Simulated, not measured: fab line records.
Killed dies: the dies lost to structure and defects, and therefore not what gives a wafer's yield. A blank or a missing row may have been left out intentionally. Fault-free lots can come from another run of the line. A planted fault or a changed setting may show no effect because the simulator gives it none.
fab line records	flow n5_finfet
record: lots: 5	wafers: 15	last_day: 19
route steps=1938 shown BEOL_M0_SAQP@683 BEOL_M4@1111 PASSIVATION@1936
lots untouched by any fault: they come from a run of this same line in which no faults occurred
start_h: hours from the record's first day to the start of the lot's first wafer shown	wait_h: how many hours have passed since the lot's step before this one	" identical to the entry in the row above	L1.1+2: several wafers, shown together as one row	- either no value or no given start	* or withheld: withheld	< > ~ a bound
route shown NAME@n: a module of which the file shows steps, and the number in the route of the first	usual: mean/standard deviation of fault-free wafers	same: alike in all rows	chamber/n: place in a boat	sites: readings site by site	_std_site: standard deviation of those values	_edge_site: outer sites' mean less inner sites'	radius_mm: for every site, how far away it sits from the centre of the wafer	mask NAME#n: copy n	behind: tool/chamber where the wafer was last shaped	hold: what put the lot on hold/how long, in hours/how the hold closed	device: the transistor (n, p or np) that didn't switch	end of line: at the end of the route, the tests of the same wafers	a step given without rows: its recipe and nothing more	killed: dies lost to structure and defects at the first sort, not the wafer's yield	map: shows each die of a wafer: x if killed, . if not, _ if none is there
set.NAME: the setting as run; set.NAME@STEP: as run at that earlier step	model.NAME: the simulator's own value behind a step, which no gauge read
lots seen at some steps along the route; tables by step, rows by wafer
services: from which hour (start_h, from the record's first day; less than 0 if before it) a tool's chamber was out of use, for how many hours, and why
== steps ==
step: N5_BEOL_M0_SAQP_COAT_34
recipe: resist: CAR-EUV	spin_rpm: 1500	resist_thk_nm: 30
step: N5_BEOL_M0_SAQP_EBR_36
recipe: solvent: PGMEA	ebr_width_mm: 1.5
step: N5_BEOL_M0_SAQP_SOFTBAKE_35
recipe: temp_c: 110	time_s: 60	resist: CAR-EUV
step: N5_BEOL_M0_SAQP_EXPOSE_37
recipe: mask_id: M0_CUT1	na: 0.33	source_shape: annular	sigma_inner: 0.35	sigma_outer: 0.8	polarization: unpolarized	target_cd_nm: 30	dose_mj: 44.75
step: N5_BEOL_M0_SAQP_PEB_38
recipe: peb_temp_c: 100	peb_time_s: 60	resist: CAR-EUV
step: N5_BEOL_M0_SAQP_DEVELOP_39
recipe: develop_time_s: 30	developer: TMAH	resist: CAR-EUV	rinse_liquid: surfactant_rinse	dry: air_spin	dev_temp_c: 23
step: N5_BEOL_M0_SAQP_CD_MEAS_40
recipe: target_cd_nm: 30	landing_energy_ev: 500	detector: se_inlens
usual: cd_nm: 29.86/0.27
lot.wafer	tool	chamber	start_h	wait_h	cd_nm
L956.1	cd_sem-03	0	127.19	-	29.53
L956.3	"	0	"	"	29.61
L956.5	"	0	"	"	29.63
L960.2	cd_sem-02	0	146.02	-	30.14
L960.3	"	0	"	"	29.62
L960.5	"	0	"	"	29.71
L970.1	cd_sem-03	0	205.52	-	29.86
L970.4	"	0	"	"	29.65
L970.5	"	0	"	"	29.79
L976.1	cd_sem-02	0	241.04	-	30.03
L976.3	"	0	"	"	29.94
L976.4	"	0	"	"	29.92
L977.1	cd_sem-03	0	250.39	-	30.48
L977.3	"	0	"	"	30.09
L977.6	"	0	"	"	30.22
step: N5_BEOL_M0_SAQP_OVL_MEAS_41
recipe: points_per_wafer: 522
usual: M0_CUT1_OVL: -0.3/0.73
lot.wafer	tool	chamber	start_h	wait_h	M0_CUT1_OVL[nm]
L956.1	overlay-01	0	127.22	0.0	-0.7
L956.3	"	0	"	"	-0.1
L956.5	"	0	"	"	-0.7
L960.2	overlay-01	0	146.06	0.0	0.0
L960.3	"	0	"	"	-0.4
L960.5	"	0	"	"	-0.5
L970.1	overlay-02	0	205.56	0.0	-0.4
L970.4	"	0	"	"	-1.4
L970.5	"	0	"	"	-1.1
L976.1	overlay-01	0	241.07	0.0	-1.3
L976.3	"	0	"	"	-1.2
L976.4	"	0	"	"	-0.2
L977.1	overlay-02	0	250.42	0.0	-0.1
L977.3	"	0	"	"	0.1
L977.6	"	0	"	"	-0.1
step: N5_BEOL_M0_SAQP_INSPECT_42
recipe: mode: adi	inspect_instrument: brightfield
usual: raw_defect_count: 295/85
lot.wafer	tool	chamber	start_h	wait_h	raw_defect_count
L956.1	defect_inspect-02	-	127.28	0.1	330
L956.3	"	-	"	"	310
L956.5	"	-	"	"	250
L960.2	defect_inspect-01	-	146.11	0.0	251
L960.3	"	-	"	"	327
L960.5	"	-	"	"	219
L970.1	defect_inspect-02	-	205.62	0.1	373
L970.4	"	-	"	"	520
L970.5	"	-	"	"	338
L976.1	defect_inspect-01	-	241.13	0.1	306
L976.3	"	-	"	"	280
L976.4	"	-	"	"	257
L977.1	defect_inspect-01	-	250.48	0.1	284
L977.3	"	-	"	"	381
L977.6	"	-	"	"	291
step: N5_BEOL_M0_SAQP_DESCUM_45
recipe: chemistry: O2	time_s: 7	source_power_w: 50	bias_power_w: 20	pressure_mtorr: 20	rf_frequency_hz: 2.712e+07	temp_c: 40	resist: CAR-EUV	o2_flow_sccm: 225
usual: drypump_motor_current_A: 5.7/0.47	oes_product_au: 0.78/0.082	rf_vpp_V: 243.0/1.5	showerhead_plenum_p_Torr: 2.09/0.086	throttle_valve_pct: 20.53/0.23
lot.wafer	tool	chamber	start_h	wait_h	drypump_motor_current_A	oes_product_au	rf_hours_counter_h	rf_vpp_V	showerhead_plenum_p_Torr	throttle_valve_pct
L956.1	rie_diel-05	3	127.64	0.4	5.2	0.73	186	242.3	2.09	20.23
L956.3	"	0	"	"	5.8	0.71	236	243.0	2.05	20.62
L956.5	"	3	"	"	5.2	0.72	-	243.9	2.09	20.24
L960.2	rie_diel-05	1	146.14	0.0	5.6	0.70	212	244.6	2.16	20.49
L960.3	"	0	"	"	5.8	0.71	241	241.6	2.05	20.63
L960.5	"	0	"	"	5.8	0.70	-	242.2	2.05	20.62
L970.1	rie_diel-05	0	205.99	0.4	5.8	1.02	1	242.4	2.05	20.29
L970.4	"	1	"	"	5.6	0.68	231	244.4	2.15	20.50
L970.5	"	1	"	"	5.6	0.68	-	243.7	2.15	20.50
L976.1	rie_diel-06	3	241.16	0.0	6.0	0.69	217	242.3	1.98	20.63
L976.3	"	0	"	"	5.2	0.74	145	240.5	1.92	20.72
L976.4	"	1	"	"	6.5	0.75	192	243.4	2.08	20.80
L977.1	rie_diel-06	0	250.51	0.0	5.2	0.75	147	241.5	1.92	20.73
L977.3	"	1	"	"	6.5	0.74	194	242.4	2.08	20.82
L977.6	"	0	"	"	5.2	0.74	-	241.0	1.92	20.73
step: N5_BEOL_M0_SAQP_ETCH_88
recipe: chemistry: N2/H2	target: underlayer	target_depth_a: 65	time_s: 5.2	ion_energy_ev: 200	mask_material: CAR-EUV	pressure_mtorr: 30	source_w: 840	bias_w: 150	n2_flow_sccm: 200	h2_flow_sccm: 200	ends: cleared
usual: bias_w: 149.9/0.46	drypump_motor_current_A: 5.8/0.47	etch_rf_on_time_s: 5.15/0.12	h2_flow_sccm: 200.0/0.63	oes_product_au: 0.67/0.07	rf_vpp_V: 524/3.1	showerhead_plenum_p_Torr: 2.54/0.11	throttle_valve_pct: 18.00/0.22
lot.wafer	tool	chamber	start_h	wait_h	bias_w	drypump_motor_current_A	etch_rf_on_time_s	h2_flow_sccm	oes_product_au	rf_hours_counter_h	rf_vpp_V	showerhead_plenum_p_Torr	throttle_valve_pct
L956.1	rie_diel-05	3	127.67	0.0	149.1	5.2	5.15	199.5	0.63	186	526	2.53	17.65
L956.3	"	0	"	"	150.5	5.8	5.27	201.5	0.61	236	526	2.49	18.10
L956.5	"	3	"	"	149.9	5.2	5.19	198.9	0.62	-	523	2.53	17.62
L960.2	rie_diel-05	1	146.18	0.0	149.3	5.7	5.33	199.6	0.59	212	527	2.63	18.02
L960.3	"	0	"	"	150.1	5.8	5.24	200.7	0.59	241	524	2.49	18.14
L960.5	"	0	"	"	150.4	5.8	5.17	200.7	0.60	-	522	2.49	18.11
L970.1	rie_diel-05	0	206.02	0.0	150.0	5.8	5.18	199.7	0.84	1	522	2.49	17.74
L970.4	"	1	"	"	149.6	5.6	5.40	199.7	0.57	231	524	2.62	18.07
L970.5	"	1	"	"	151.1	5.7	5.36	199.6	0.57	-	525	2.62	18.08
L976.1	rie_diel-06	3	241.20	0.0	150.3	6.0	5.24	200.6	0.59	217	520	2.40	18.08
L976.3	"	0	"	"	149.9	5.2	5.04	199.4	0.65	145	516	2.34	18.13
L976.4	"	1	"	"	149.4	6.5	5.06	200.6	0.64	192	523	2.51	18.17
L977.1	rie_diel-06	0	250.55	0.0	149.6	5.3	5.01	199.1	0.65	148	519	2.34	18.12
L977.3	"	1	"	"	149.6	6.5	5.00	199.8	0.64	194	524	2.51	18.21
L977.6	"	0	"	"	150.4	5.2	5.11	200.3	0.65	-	518	2.34	18.12
step: N5_BEOL_M0_SAQP_ETCH_73
recipe: chemistry: CF4	target: SiARC	target_depth_a: 195	mask_material: CAR-EUV	time_s: 32.5	ion_energy_ev: 80	pressure_mtorr: 40	source_w: 545	bias_w: 36	Ar_flow_sccm: 100	cf4_flow_sccm: 100	ends: cleared
usual: bias_w: 36.01/0.11	drypump_motor_current_A: 5.7/0.47	etch_rf_on_time_s: 32.3/0.84	oes_product_au: 0.67/0.071	rf_vpp_V: 184.1/1.3	showerhead_plenum_p_Torr: 2.13/0.082	throttle_valve_pct: 15.70/0.24
lot.wafer	tool	chamber	start_h	wait_h	bias_w	drypump_motor_current_A	etch_rf_on_time_s	oes_product_au	rf_hours_counter_h	rf_vpp_V	showerhead_plenum_p_Torr	throttle_valve_pct
L956.1	rie_diel-05	3	127.69	0.0	36.17	5.1	32.1	0.63	186	184.2	2.12	15.34
L956.3	"	0	"	"	35.98	5.8	32.8	0.60	236	184.2	2.12	15.89
L956.5	"	3	"	"	36.04	5.2	32.0	0.62	-	183.0	2.12	15.34
L960.2	rie_diel-05	1	146.20	0.0	36.03	5.6	33.5	0.58	212	187.0	2.20	15.64
L960.3	"	0	"	"	35.96	5.8	32.8	0.60	241	183.2	2.12	15.90
L960.5	"	0	"	"	36.02	5.8	32.8	0.60	-	184.1	2.12	15.90
L970.1	rie_diel-05	0	206.04	0.0	36.04	5.8	32.4	0.85	1	182.6	2.11	15.45
L970.4	"	1	"	"	36.02	5.6	34.5	0.57	231	186.3	2.20	15.67
L970.5	"	1	"	"	36.02	5.7	34.0	0.57	-	183.8	2.20	15.69
L976.1	rie_diel-06	3	241.21	0.0	36.10	6.0	33.5	0.59	217	181.9	2.05	15.98
L976.3	"	0	"	"	36.04	5.3	32.1	0.65	145	182.0	1.97	15.86
L976.4	"	1	"	"	36.09	6.5	32.1	0.64	192	183.1	2.12	15.96
L977.1	rie_diel-06	0	250.56	0.0	35.95	5.2	31.9	0.65	148	181.6	1.97	15.89
L977.3	"	1	"	"	36.02	6.4	32.0	0.63	194	184.5	2.11	15.96
L977.6	"	0	"	"	36.07	5.2	32.1	0.65	-	181.6	1.97	15.86
step: N5_BEOL_M0_SAQP_CUT_ETCH_46
recipe: chemistry: N2/H2	target: SOC	target_depth_a: 1350	overetch_a: 270	temp_c: 40	time_s: 202.5	ion_energy_ev: 200	mask_material: SiARC	pressure_mtorr: 30	source_w: 840	bias_w: 150	n2_flow_sccm: 200	h2_flow_sccm: 200
usual: bias_w: 150.0/0.48	drypump_motor_current_A: 5.8/0.47	h2_flow_sccm: 199.9/0.57	rf_vpp_V: 523.9/2.9	showerhead_plenum_p_Torr: 2.54/0.11	throttle_valve_pct: 17.95/0.22
lot.wafer	tool	chamber	start_h	wait_h	bias_w	drypump_motor_current_A	h2_flow_sccm	rf_hours_counter_h	rf_vpp_V	showerhead_plenum_p_Torr	throttle_valve_pct	model.SiARC_of_BEOL_M0_SAQP_COAT_72.thk_nm	model.BEOL_M0_SAQP.cd_nm
L956.1	rie_diel-05	3	127.72	0.0	150.4	5.1	198.9	186	523.0	2.53	17.60	5	30.2
L956.3	"	0	"	"	149.8	5.8	199.7	236	522.4	2.49	18.06	5.2	29.8
L956.5	"	3	"	"	150.5	5.1	200.5	-	523.5	2.53	17.61	4.8	30
L960.2	rie_diel-05	1	146.23	0.0	150.9	5.6	200.5	212	526.3	2.63	18.00	5.2	29.6
L960.3	"	0	"	"	149.5	5.8	199.4	241	522.0	2.49	18.06	5	29.6
L960.5	"	0	"	"	150.0	5.8	199.3	-	523.6	2.49	18.08	5.2	29.6
L970.1	rie_diel-05	0	206.07	0.0	-	5.8	200.9	1	522.4	2.49	17.69	7	29
L970.4	"	1	"	"	149.3	5.6	201.1	231	525.9	2.62	18.03	5.4	29.2
L970.5	"	1	"	"	149.2	5.6	201.1	-	524.7	2.62	18.06	5.4	29.2
L976.1	rie_diel-06	3	241.25	0.0	149.6	6.0	199.2	217	520.9	2.39	18.05	4.8	29.8
L976.3	"	0	"	"	149.9	5.3	200.3	145	518.1	2.34	18.06	4.6	29.6
L976.4	"	1	"	"	150.4	6.5	200.2	192	523.2	2.51	18.14	4.8	30
L977.1	rie_diel-06	0	250.60	0.0	149.8	5.2	199.3	148	519.4	2.34	18.10	4.8	30
L977.3	"	1	"	"	150.0	6.5	199.3	194	522.3	2.51	18.12	4.8	30
L977.6	"	0	"	"	149.6	5.2	200.5	-	518.7	2.34	18.09	4.6	30
step: N5_BEOL_M0_SAQP_STRIP_74
recipe: chemistry: N2/H2	temp_c: 40	n2_flow_sccm: 200	h2_flow_sccm: 200	rf_frequency_hz: 6e+07
step: N5_BEOL_M0_SAQP_STRIP_89
recipe: chemistry: N2/H2	temp_c: 40	n2_flow_sccm: 200	h2_flow_sccm: 200	rf_frequency_hz: 6e+07
step: N5_BEOL_M0_SAQP_ALD_48
recipe: material: SiO2	target_thk_a: 200	temp_c: 100	ald_precursor_family: BDEAS	ald_co_reactant: O2-plasma	pulse_time_s: 1	co_reactant_pulse_time_s: 1	purge_time_s: 2	co_reactant_purge_time_s: 2	ald_cycles: 139	pressure_torr: 2
usual: heater_power_w: 82/8.9	precursor_pulse_height_rel: 1.001/0.019
lot.wafer	tool	chamber	start_h	wait_h	heater_power_w	precursor_pulse_height_rel
L956.1	ald_sin-01	0	127.97	0.1	103	0.994
L956.3	"	2	"	"	77	0.973
L956.5	"	2	"	"	74	0.984
L960.2	ald_sin-04	1	146.43	0.0	73	1.024
L960.3	"	3	"	"	81	0.975
L960.5	"	0	"	"	70	1.016
L970.1	ald_sin-01	2	206.27	0.0	75	0.955
L970.4	"	1	"	"	83	0.994
L970.5	"	2	"	"	76	1.034
L976.1	ald_sin-04	2	241.45	0.0	91	1.042
L976.3	"	3	"	"	82	0.998
L976.4	"	1	"	"	73	1.015
L977.1	ald_sin-04	3	251.02	0.3	84	0.994
L977.3	"	2	"	"	92	0.997
L977.6	"	3	"	"	84	1.020
step: N5_BEOL_M0_SAQP_ETCH_49
recipe: chemistry: CF4/O2	target_depth_a: 370	target: SiO2	pressure_mtorr: 40	source_w: 535	bias_w: 49	Ar_flow_sccm: 100	cf4_flow_sccm: 100	O2_flow_sccm: 10	ion_energy_ev: 100
usual: bias_w: 49.01/0.14	drypump_motor_current_A: 5.7/0.45	oes_product_au: 0.78/0.088	rf_vpp_V: 243/3.8	showerhead_plenum_p_Torr: 2.21/0.077	throttle_valve_pct: 15.91/0.24
lot.wafer	tool	chamber	start_h	wait_h	bias_w	drypump_motor_current_A	oes_product_au	rf_hours_counter_h	rf_vpp_V	showerhead_plenum_p_Torr	throttle_valve_pct	model.BEOL_M0_SAQP.cd_nm
L956.1	rie_diel-02	3	128.67	0.4	49.03	5.2	0.93	24	241	2.24	15.98	30.2
L956.3	"	1	"	"	48.94	6.6	0.94	10	248	2.33	15.55	30
L956.5	"	2	"	"	49.18	5.3	0.82	-	248	2.13	15.79	30
L960.2	rie_diel-05	1	147.04	0.4	49.00	5.6	0.69	212	242	2.27	15.88	29.6
L960.3	"	0	"	"	49.18	5.8	0.72	241	240	2.18	16.13	29.6
L960.5	"	2	"	"	49.23	6.0	0.78	-	239	2.30	16.21	29.6
L970.1	rie_diel-02	1	206.80	0.3	49.13	6.6	0.88	31	248	2.32	15.59	29
L970.4	"	2	"	"	48.67	5.3	0.80	-	247	2.13	15.85	29
L970.5	"	1	"	"	49.27	6.5	0.88	-	250	2.32	15.59	29.2
L976.1	rie_diel-06	1	241.97	0.3	49.03	6.5	0.74	192	238	2.18	16.18	29.6
L976.3	"	2	"	"	49.29	6.1	0.90	33	244	2.24	15.91	29.8
L976.4	"	3	"	"	48.99	6.0	0.70	218	250	2.10	16.22	30
L977.1	rie_diel-02	3	251.63	0.4	49.18	5.2	0.86	64	240	2.23	16.06	30
L977.3	"	0	"	"	49.03	6.2	0.93	10	242	2.26	15.26	30
L977.6	"	2	"	"	48.65	5.3	0.78	-	249	2.12	15.88	29.8
step: N5_BEOL_M0_SAQP_STRIP_75
recipe: chemistry: CF4	resist: SiARC	power_w: 300	bias_power_w: 75	pressure_mtorr: 50	cf4_flow_sccm: 150	rf_frequency_hz: 6e+07
usual: drypump_motor_current_A: 5.7/0.45	oes_product_au: 0.181/0.019	rf_vpp_V: 271.3/1.7	showerhead_plenum_p_Torr: 1.80/0.062	throttle_valve_pct: 13.64/0.23
lot.wafer	tool	chamber	start_h	wait_h	drypump_motor_current_A	oes_product_au	rf_hours_counter_h	rf_vpp_V	showerhead_plenum_p_Torr	throttle_valve_pct
L956.1	rie_diel-02	3	128.77	0.1	5.2	0.209	24	271.9	1.82	13.64
L956.3	"	1	"	"	6.6	0.212	10	272.7	1.89	13.26
L956.5	"	2	"	"	5.3	0.190	-	271.0	1.73	13.50
L960.2	rie_diel-05	1	147.14	0.1	5.6	0.168	212	271.7	1.84	13.63
L960.3	"	0	"	"	5.8	0.166	241	269.7	1.77	13.88
L960.5	"	2	"	"	6.0	0.177	-	273.7	1.86	13.92
L970.1	rie_diel-02	1	206.90	0.1	6.6	0.207	31	271.6	1.89	13.31
L970.4	"	2	"	"	5.2	0.188	-	269.7	1.72	13.55
L970.5	"	1	"	"	6.6	0.199	-	272.2	1.89	13.30
L976.1	rie_diel-06	1	242.07	0.1	6.5	0.170	192	271.4	1.77	13.92
L976.3	"	2	"	"	6.1	0.205	33	272.1	1.83	13.62
L976.4	"	3	"	"	6.0	0.161	218	268.7	1.71	13.96
L977.1	rie_diel-02	3	251.73	0.1	5.2	0.190	64	270.3	1.81	13.74
L977.3	"	0	"	"	6.1	0.213	10	271.2	1.84	12.98
L977.6	"	2	"	"	5.3	0.176	-	270.1	1.72	13.59
step: N5_BEOL_M4_RC_MEAS_101
usual: DIBL_N: 35.8/1.7	DIBL_P: 35.3/2	IOFF_N: 0.150/0.026	IOFF_P: 0.194/0.029	ION_N: 667/11	ION_P: 456/7.1	SS_N: 71.4/0.65	SS_P: 73.1/0.64	VT_N: 251/3	VT_P: -252/3.2
lot.wafer	tool	chamber	start_h	wait_h	DIBL_N[mV/V]	DIBL_P[mV/V]	IOFF_N[nA/um]	IOFF_P[nA/um]	ION_N[uA/um]	ION_P[uA/um]	SS_N[mV/dec]	SS_P[mV/dec]	VT_N[mV]	VT_P[mV]
L956.1	prober-01	0	242.34	0.0	36.9	37.8	0.179	0.212	673	457	71.9	73.9	245	-250
L956.3	"	0	"	"	34.6	34.3	0.137	0.184	660	452	70.8	72.6	251	-254
L956.5	"	0	"	"	37.1	36.9	0.160	0.201	660	451	71.5	73.7	248	-252
L960.2	prober-02	0	248.22	0.2	36.9	37.5	0.171	0.218	673	463	71.9	73.5	247	-251
L960.3	"	0	"	"	34.6	34.5	0.138	0.170	675	460	71.3	73.3	252	-254
L960.5	"	0	"	"	31.0	30.2	0.091	0.125	657	448	70.7	72.0	257	-257
L970.1	prober-02	0	313.71	0.0	33.4	34.1	0.117	0.176	664	461	70.9	72.9	255	-251
L970.4	"	0	"	"	35.8	37.1	0.152	0.223	675	469	70.9	73.5	248	-249
L970.5	"	0	"	"	38.3	38.8	0.194	0.245	684	465	71.8	74.2	247	-246
L976.1	prober-01	0	344.16	0.0	36.8	37.6	0.154	0.215	668	459	71.5	73.2	251	-251
L976.3	"	0	"	"	36.1	36.8	0.144	0.207	670	464	71.6	73.1	250	-251
L976.4	"	0	"	"	37.6	37.2	0.186	0.212	668	453	72.7	73.5	248	-252
L977.1	prober-02	0	347.58	0.0	36.7	35.5	0.155	0.222	672	466	71.4	73.3	251	-249
L977.3	"	0	"	"	37.9	36.6	0.179	0.236	676	468	71.4	74.4	248	-250
L977.6	"	0	"	"	38.9	37.1	0.201	0.247	681	461	71.9	73.6	247	-248
step: N5_PASSIVATION_PROBE_49
usual: defect_limited_yield: 91.5/1.4	killed_at_M0_to_M3: 34/11	killed_at_M4_up: 15/6	killed_at_contacts: 11/5.9	killed_at_front_end: 37/11	killed_at_other: 3.6/2.9	killed_dies: 101/17	killed_open: 66/12	killed_short: 33/7.8	sort_bin_5_function: 5.0/0.97	sort_bin_6_memory: 3.2/0.65	sort_n_pass: 1079/17	sort_yield_pct: 91.4/1.4
same: gross_dies: 1180	killed_at_back_side: 0	sort_bin_4_leakage[%]: 0	sort_bin_8_speed[%]: 0
lot.wafer	tool	chamber	start_h	wait_h	defect_limited_yield[%]	killed_at_M0_to_M3	killed_at_M4_up	killed_at_contacts	killed_at_front_end	killed_at_other	killed_dies	killed_open	killed_short	sort_bin_5_function[%]	sort_bin_6_memory[%]	sort_n_pass	sort_yield_pct[%]
L970.1	prober-01	-	423.65	0.0	94.7	15	6	6	34	1	62	37	24	3.1	1.9	1118	94.7
L970.4	prober-01	-	423.80	0.2	92.5	18	13	10	43	5	89	57	30	5.3	2.0	1091	92.5
L970.5	prober-01	-	423.85	0.2	92.5	21	17	5	45	0	88	61	26	4.9	2.4	1092	92.5
killed by level:class
L970.1 STI_FIN_REVEAL:geometric_particle:open=8 GATE_CUT:geometric_particle:short=6 MOL_CONTACT_COAG:geometric_particle:open=6 BEOL_M2:geometric_particle:open=5 FIN_SAQP:geometric_particle:short=4 FIN_SAQP:geometric_particle:open=4 BEOL_M0_SAQP:geometric_particle:short=4 ILD0:geometric_particle:short=3
L970.4 STI_FIN_REVEAL:geometric_particle:open=15 BEOL_M4:geometric_particle:open=10 FIN_SAQP:geometric_particle:short=7 MOL_CONTACT_COAG:geometric_particle:open=7 BEOL_M3:geometric_particle:open=6 DUMMY_GATE:geometric_particle:open=4 BEOL_M0_SAQP:geometric_particle:short=4 BEOL_M1:geometric_particle:open=4
L970.5 STI_FIN_REVEAL:geometric_particle:open=16 BEOL_M4:geometric_particle:open=8 FIN_SAQP:geometric_particle:short=7 BEOL_M0_SAQP:geometric_particle:open=6 BEOL_M2:geometric_particle:open=6 DUMMY_GATE:geometric_particle:open=5 BEOL_M0_SAQP:geometric_particle:short=5 FIN_SAQP:geometric_particle:open=4
== services ==
tool	chamber	start_h	hours	kind
rie_diel-06	0	117.80	3.6	repair
rie_diel-06	2	121.62	-	clean
rie_diel-06	2	121.62	-	consumable_replace:focus_ring
rie_diel-06	2	121.62	13.3	scheduled_down
rie_diel-06	2	121.62	13.3	vent_cycle
rie_diel-02	-	145.67	1.1	repair
rie_diel-06	3	177.16	1.4	repair
ald_sin-01	-	183.32	0.7	repair
rie_diel-05	0	186.26	-	clean
rie_diel-05	0	186.26	-	consumable_replace:focus_ring
rie_diel-05	0	186.26	17.9	scheduled_down
rie_diel-05	0	186.26	17.9	vent_cycle
rie_diel-06	1	192.14	6.6	repair
rie_diel-02	0	198.85	-	clean
rie_diel-02	0	198.85	-	consumable_replace:focus_ring
rie_diel-02	0	198.85	22.0	scheduled_down
rie_diel-02	0	198.85	22.0	vent_cycle
rie_diel-06	3	210.04	5.9	repair
ald_sin-04	-	214.90	14.6	pm
rie_diel-05	-	215.11	2.8	pm
ald_sin-01	-	226.50	0.6	repair
ald_sin-04	-	232.41	0.3	repair
ald_sin-04	1	244.68	5.6	repair
== key ==
first_sign none at tools or gauges
model_effect: step: N5_BEOL_M0_SAQP_CUT_ETCH_46	value: SiARC_of_BEOL_M0_SAQP_COAT_72.thk_nm	without: 5	struck: 7
model_effect: step: N5_BEOL_M0_SAQP_ETCH_49	value: BEOL_M0_SAQP.cd_nm	without: 29.8	struck: 29
met_at N5_BEOL_M0_SAQP_CUT_ETCH_46
struck_wafers L970.1
onset_between 146.23 206.07
fault: kind: process_parameter_drift	tool: rie_diel-05	chamber: -	onset_h: 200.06	steps: N5_BEOL_M0_SAQP_CUT_ETCH_46	channel: time_s	offset: *	shape: step	end_h: 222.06	scope: struck_wafers_only	acts_in: *	stated: *
